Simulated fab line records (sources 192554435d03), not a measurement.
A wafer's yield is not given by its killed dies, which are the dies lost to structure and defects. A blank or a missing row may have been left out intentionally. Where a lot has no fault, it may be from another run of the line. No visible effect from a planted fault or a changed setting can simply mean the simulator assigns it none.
Which of the tools did it? | flow n5_finfet | 39 wafers from 13 lots sampled at 4 of the route's 1938 steps

== WHAT THE GAUGES SHOWED, per wafer ==
Not one reading of a measure or inspect step in the record can be checked against a usual standard deviation.

== WHAT TOOL EACH LOT RAN ON (gives the tool, then ch and the chambers of the sampled wafers, and finally the start) ==
lot  | N5_HKMG_FIN_WET_ETCH_18             | N5_PASSIVATION_PRE_CLEAN_19  | N5_PASSIVATION_AL_DEP_21     | N5_PASSIVATION_PROBE_49
L815 | wet_bench-01 ch 5,6,7, day 4 04:29  | pvd_sputter-03, day 12 03:58 | pvd_sputter-03, day 12 04:06 | prober-01, day 12 09:43
L817 | wet_bench-01 ch 1,2,3, day 4 15:45  | pvd_sputter-01, day 13 05:57 | pvd_sputter-01, day 13 06:05 | prober-02, day 13 11:34
L818 | wet_bench-04 ch 1,3,4, day 4 22:14  | pvd_sputter-02, day 13 03:20 | pvd_sputter-02, day 13 03:29 | prober-02, day 13 08:59
L820 | wet_bench-01 ch 1,3,4, day 5 12:35  | pvd_sputter-03, day 13 10:36 | pvd_sputter-03, day 13 10:44 | prober-01, day 13 16:20
L823 | wet_bench-01 ch 5,6,7, day 6 07:44  | pvd_sputter-02, day 14 00:10 | pvd_sputter-02, day 14 00:18 | prober-01, day 14 05:55
L824 | wet_bench-01 ch 3,4,7, day 6 10:49  | pvd_sputter-03, day 13 18:23 | pvd_sputter-03, day 13 18:31 | prober-02, day 14 00:08
L826 | wet_bench-05 ch 4,5,7, day 7 00:44  | pvd_sputter-01, day 14 19:56 | pvd_sputter-01, day 14 20:04 | prober-02, day 15 02:35
L827 | wet_bench-01 ch 0,2,4, day 7 07:46  | pvd_sputter-01, day 15 05:16 | pvd_sputter-01, day 15 05:25 | prober-01, day 15 11:32
L828 | wet_bench-04 ch 2,4,5, day 7 11:48  | pvd_sputter-02, day 15 08:48 | pvd_sputter-02, day 15 08:56 | prober-02, day 15 14:27
L830 | wet_bench-01 ch 4,5,7, day 7 23:59  | pvd_sputter-01, day 15 13:44 | pvd_sputter-01, day 15 13:53 | prober-01, day 15 20:25
L835 | wet_bench-04 ch 0,5,6, day 9 03:23  | pvd_sputter-01, day 16 20:35 | pvd_sputter-01, day 16 20:43 | prober-01, day 17 02:18
L836 | wet_bench-04 ch 1,4,6, day 9 10:43  | pvd_sputter-01, day 17 00:07 | pvd_sputter-01, day 17 00:16 | prober-02, day 17 06:08
L838 | wet_bench-05 ch 0,4,6, day 10 04:23 | pvd_sputter-01, day 18 07:58 | pvd_sputter-01, day 18 08:07 | prober-02, day 18 14:07
- N5_HKMG_FIN_WET_ETCH_18: etches TiN in SC1, time 55 s, target depth 5.2 nm, rinse time 30 s.
- N5_PASSIVATION_PRE_CLEAN_19
- N5_PASSIVATION_AL_DEP_21: deposits Al, target thk 2800 nm, time 170 s.
- N5_PASSIVATION_PROBE_49

== AS READ BY THE TOOLS THEMSELVES (means over the sampled wafers that have a number; for cases with no such wafer, the mark the record gives instead) ==
N5_PASSIVATION_PRE_CLEAN_19. Usual: 482 W for heater_power_w, sd 38.
lot  | tool           | heater_power_w (W) | flag
L815 | pvd_sputter-03 | 462                |
L817 | pvd_sputter-01 | 491                |
L818 | pvd_sputter-02 | 529                |
L820 | pvd_sputter-03 | 459                |
L823 | pvd_sputter-02 | 501                |
L824 | pvd_sputter-03 | 434                |
L826 | pvd_sputter-01 | 489                |
L827 | pvd_sputter-01 | 493                |
L828 | pvd_sputter-02 | 512                |
L830 | pvd_sputter-01 | 501                |
L835 | pvd_sputter-01 | 480                |
L836 | pvd_sputter-01 | 488                |
L838 | pvd_sputter-01 | 492                |

N5_PASSIVATION_AL_DEP_21. Usual: chamber_pressure_pa 0.4001 Pa, standard deviation 0.00071; throttle_valve_pct 29.9 %, standard deviation 0.74.
lot  | tool           | chamber_pressure_pa (Pa) | throttle_valve_pct (%) | flag
L815 | pvd_sputter-03 | 0.4000                   | 29.3                   |
L817 | pvd_sputter-01 | 0.4003                   | 30.2                   |
L818 | pvd_sputter-02 | 0.3996                   | 30.0                   |
L820 | pvd_sputter-03 | 0.4003                   | 29.7                   |
L823 | pvd_sputter-02 | 0.4004                   | 29.8                   |
L824 | pvd_sputter-03 | 0.3996                   | 29.6                   |
L826 | pvd_sputter-01 | 0.3993                   | 30.3                   |
L827 | pvd_sputter-01 | 0.4001                   | 30.9                   |
L828 | pvd_sputter-02 | 0.4003                   | 29.7                   |
L830 | pvd_sputter-01 | 0.3997                   | 30.6                   |
L835 | pvd_sputter-01 | 0.3994                   | 29.8                   |
L836 | pvd_sputter-01 | 0.4004                   | 30.4                   |
L838 | pvd_sputter-01 | 0.3996                   | 30.0                   |

N5_PASSIVATION_PROBE_49. Usual: defect_limited_yield 91.5 %, standard deviation 1.3; killed_at_M0_to_M3 33, standard deviation 11; killed_at_M4_up 14, standard deviation 5.3; killed_at_contacts 11, standard deviation 6.3; killed_at_front_end 38, standard deviation 10; killed_at_other 3.7, standard deviation 2.8; killed_dies 101, standard deviation 16; killed_open 67, standard deviation 12; killed_short 32, standard deviation 7.4; sort_bin_5_function 5.0 %, standard deviation 0.86; sort_bin_6_memory 3.2 %, standard deviation 0.69; sort_bin_8_speed 0.00 %, standard deviation 0.007; sort_n_pass 1079, standard deviation 16; sort_yield_pct 91.5 %, standard deviation 1.3.
lot  | tool      | defect_limited_yield (%) | killed_at_M0_to_M3 | killed_at_M4_up | killed_at_contacts | killed_at_front_end | killed_at_other | killed_dies | killed_open | killed_short | sort_bin_5_function (%) | sort_bin_6_memory (%) | sort_bin_8_speed (%) | sort_n_pass | sort_yield_pct (%) | flag
L815 | prober-01 | 91.1                     | 48                 | 8               | 13                 | 33                  | 4.3             | 106         | 72          | 34           | 5.7                     | 2.9                   | 0.00                 | 1074        | 91.1               |
L817 | prober-02 | 92.5                     | 25                 | 13              | 7                  | 44                  | 1.0             | 89          | 55          | 32           | 4.5                     | 2.7                   | 0.00                 | 1091        | 92.5               |
L818 | prober-02 | 92.5                     | 19                 | 16              | 14                 | 34                  | 4.7             | 88          | 62          | 24           | 4.7                     | 2.5                   | 0.00                 | 1092        | 92.5               |
L820 | prober-01 | 90.2                     | 39                 | 15              | 19                 | 38                  | 4.0             | 115         | 81          | 34           | 5.6                     | 3.9                   | 0.00                 | 1065        | 90.2               |
L823 | prober-01 | 90.4                     | 35                 | 8               | 27                 | 37                  | 5.7             | 113         | 78          | 34           | 5.8                     | 3.3                   | 0.00                 | 1067        | 90.4               |
L824 | prober-02 | 92.8                     | 28                 | 9               | 9                  | 33                  | 5.3             | 84          | 57          | 26           | 4.4                     | 2.6                   | 0.00                 | 1096        | 92.8               |
L826 | prober-02 | 93.9                     | 17                 | 10              | 10                 | 32                  | 3.0             | 72          | 44          | 27           | 3.2                     | 2.5                   | 0.00                 | 1108        | 93.9               |
L827 | prober-01 | 89.7                     | 48                 | 17              | 14                 | 39                  | 3.7             | 121         | 83          | 37           | 6.3                     | 3.7                   | 0.00                 | 1059        | 89.7               |
L828 | prober-02 | 92.8                     | 28                 | 14              | 3                  | 36                  | 4.3             | 85          | 52          | 32           | 4.4                     | 2.6                   | 0.00                 | 1095        | 92.8               |
L830 | prober-01 | 82.9                     | 22                 | 17              | 8                  | 151                 | 4.0             | 202         | 61          | 23           | 10.7                    | 3.8                   | 0.00                 | 978         | 82.9               | OFF
L835 | prober-01 | 91.0                     | 38                 | 16              | 12                 | 36                  | 3.7             | 106         | 73          | 32           | 5.0                     | 3.7                   | 0.03                 | 1073        | 91.0               | OFF
L836 | prober-02 | 90.2                     | 52                 | 17              | 14                 | 30                  | 3.3             | 116         | 80          | 33           | 6.2                     | 3.4                   | 0.00                 | 1064        | 90.2               |
L838 | prober-02 | 91.2                     | 37                 | 8               | 12                 | 41                  | 5.3             | 104         | 68          | 35           | 5.1                     | 3.2                   | 0.00                 | 1076        | 91.2               |

== THE ANSWER, worked out from the rows above alone ==
Rule: lot off if the mean of its wafers having a number is beyond 3 standard deviations from the usual mean. A lot without any number at a reading at which 4 lots or more have one is off too. The other lots that the step has rows for count as sound. The gauges are gone through in route order, then the tools' own readings, and for those a lot's mean is taken as printed above. The first step at which some lot is off is used, and at that step the reading that is off furthest; a lot without a number counts as furthest.
Off at N5_PASSIVATION_PROBE_49 (killed_at_front_end): L830.
If a tool, at that step or one of the process steps before it, ran each lot that is off and ran no sound lot following the first of them, it fits. One candidate fits, namely wet_bench-01 at N5_HKMG_FIN_WET_ETCH_18. Its last sound lot is L827 (day 7 07:46), its first lot that is off L830 (day 7 23:59): a fault that began between those two fits.

== WHAT THE SIMULATOR HAD PUT IN ==
Chamber particle source: wet_bench-01, from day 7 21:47 on, at N5_HKMG_FIN_WET_ETCH_18. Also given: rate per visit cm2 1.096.
Shown lots that were struck: L830. The rule above found the same.
